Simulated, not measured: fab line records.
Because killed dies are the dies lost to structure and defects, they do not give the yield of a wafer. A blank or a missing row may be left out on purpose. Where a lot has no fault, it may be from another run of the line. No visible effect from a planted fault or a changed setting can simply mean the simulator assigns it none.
Chamber matching | flow n5_finfet | N5_BEOL_M7_DEP_56 on pecvd-04: 3 sister chambers
The step deposits SiCN from 3MS/NH3, target thk 10 nm, time 17.5 s. 6 wafers are shown with their chamber, then 7 later ones without.

## WAFERS, EACH WITH ITS CHAMBER
wafer  | chamber | showerhead_plenum_p_Torr (Torr) | chamber_pressure_Torr (Torr)
L082.2 | 2       | 3.632                           | 3.003
L083.2 | 2       | 3.625                           | 2.999
L083.4 | 0       | 3.674                           | 3.008
L083.6 | 1       | 3.665                           | 2.999
L084.1 | 1       | 3.671                           | 2.998
L084.2 | 0       | 3.676                           | 3.001

## WAFERS WHOSE CHAMBER IS MISSING
wafer  | showerhead_plenum_p_Torr (Torr) | chamber_pressure_Torr (Torr)
L084.6 | 3.682                           | 2.997
L085.1 | 3.668                           | 2.999
L085.5 | 3.679                           | 2.998
L085.6 | 3.631                           | 2.997
L086.1 | 3.674                           | 2.991
L086.2 | 3.660                           | 2.995
L086.4 | 3.618                           | 2.992

## CHAMBER TAKEN BY EACH
wafer  | from the rows above     | in truth
L084.6 | can't be placed: 0 or 1 | 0
L085.1 | 1                       | 1
L085.5 | can't be placed: 0 or 1 | 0
L085.6 | 2                       | 2
L086.1 | can't be placed: 1 or 0 | 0
L086.2 | 1                       | 1
L086.4 | 2                       | 2
Correctly placed: 4 of 7. Cannot be placed on the basis of these rows: 3; the candidates contain the true chamber in 3. Placed wrongly: 0.
How it was worked out, from the rows above alone: a wafer's distance from a chamber is the root of the sum, over the readings, of the square of ((its reading less the chamber's mean) divided by the reading's scatter). The wafer belongs to the nearest chamber; if the next one is less than 2 further off, it can't be placed. Each chamber's mean is taken over the wafers shown for it. The scatter: the root of (the sum of the squares of (reading less its chamber's mean) over the shown wafers, divided by (wafers less chambers)).
